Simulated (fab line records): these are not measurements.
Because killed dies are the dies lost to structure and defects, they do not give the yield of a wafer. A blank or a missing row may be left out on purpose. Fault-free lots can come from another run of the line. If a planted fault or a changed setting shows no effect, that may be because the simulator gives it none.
Lot-split experiment | flow n5 finfet | 21 wafers read across 7 lots, on a route 1938 steps long

## THE SPLIT ITSELF
At N5_MIM_TOP_ETCH_PECVD_03 (deposits SiNx from SiH4/NH3/N2, target thk 20 nm, time 17.6 s), the setting time s was moved away from the recipe's 17.6 s on 8 of the 21 wafers read, by -13.4% to +12.8%. For the rest of the wafers, this setting stayed at what the recipe calls for.

The reading comes from the split's own step.

## THE READING
SiNx_of_MIM_TOP_ETCH_PECVD_03.thk nm (the simulator's own value, which no gauge read), in nm, at N5_MIM_TOP_ETCH_PECVD_03 (deposits SiNx from SiH4/NH3/N2, target thk 20 nm, time 17.6 s). The file does not state a usual value for it. Here, 13 wafers ran the recipe; their average is 20.1 nm with a standard deviation of 0.26 nm.

wafer  | tool, chamber at the split | time s as run, s | against the recipe | SiNx_of_MIM_TOP_ETCH_PECVD_03.thk nm, nm | against lot-mates on the recipe
L074.1 | pecvd-04, 1                | 19.46            | +10.6%             | 22                                       | +1.8
L074.4 | pecvd-04, 0                | 17.6             | recipe             | 20.2                                     | -
L074.6 | pecvd-04, 1                | 19.46            | +10.6%             | 22.4                                     | +2.2
L075.1 | pecvd-04, 0                | 19.86            | +12.8%             | 22.4                                     | +2.4
L075.3 | pecvd-04, 1                | 17.6             | recipe             | 19.8                                     | -
L075.6 | pecvd-04, 0                | 17.6             | recipe             | 20.2                                     | -
L077.4 | pecvd-03, 1,0              | 17.6             | recipe             | 20.6                                     | -
L077.6 | pecvd-03, 1,0              | 17.6             | recipe             | 20.6                                     | -
L077.5 | pecvd-03, 2                | 16.85            | -4.3%              | 19.6                                     | -1.0
L079.3 | pecvd-02, 0                | 17.6             | recipe             | 19.8                                     | -
L079.4 | pecvd-02, 1,2              | 17.6             | recipe             | 20                                       | -
L079.5 | pecvd-02, 1,2              | 17.6             | recipe             | 20                                       | -
L084.1 | pecvd-02, 1                | 17.6             | recipe             | 20.2                                     | -
L084.4 | pecvd-02, 0                | 17.6             | recipe             | 20.4                                     | -
L084.6 | pecvd-02, 1                | 19.84            | +12.7%             | 23                                       | +2.7
L089.3 | pecvd-04, 1                | 17.6             | recipe             | 19.8                                     | -
L089.4 | pecvd-04, 2                | 19.22            | +9.2%              | 22                                       | +2.2
L089.5 | pecvd-04, 1                | 19.22            | +9.2%              | 22.2                                     | +2.4
L091.1 | pecvd-03, 0                | 15.25            | -13.4%             | 17.4                                     | -2.7
L091.2 | pecvd-03, 1                | 17.6             | recipe             | 20                                       | -
L091.6 | pecvd-03, 0                | 17.6             | recipe             | 20.2                                     | -
Where a row lists several chambers, the file gives one row for several wafers and doesn't say which wafer went through which chamber.

THE FIT
A straight line over all 21 wafers: SiNx_of_MIM_TOP_ETCH_PECVD_03.thk nm changes by +0.2 nm for each +1% of time s; r = +0.98; the points scatter about the line by 0.27 nm.
The same after taking each lot's own level away (the mean of its wafers on the recipe; 21 wafers): +0.207 nm for each +1%; r = +0.99; scatter 0.19 nm.
Per that fit: largest time s move, reading shift of 2.8 nm.
The lots' own levels span 19.80 to 20.60 nm, that is 3.0 times the standard deviation above.
Hence the lot-to-lot level has little effect on the slope; both slopes agree.
Check: -2.79 nm against its lot-mates is what the line predicts for one of the wafers moved furthest among these (-13.4%) when that wafer is left out of the fit. It came out at -2.7 nm against them.

## THE OTHER SPLITS THESE WAFERS WENT THROUGH
Other splits were also applied to these wafers ahead of the reading. Each is held against what the fit with the lots' levels taken away leaves over:
other split on the same wafers    | wafers away from the commonest value | r with SiNx_of_MIM_TOP_ETCH_PECVD_03.thk nm (lot level and that fit taken away)
N5_BEOL_M15_TRENCH_ETCH_34 time s | 8                                    | -0.20

## FILE'S OWN FIT
SiNx_of_MIM_TOP_ETCH_PECVD_03.thk nm changes by +0.205 nm for each +1% of time s, r = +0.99.
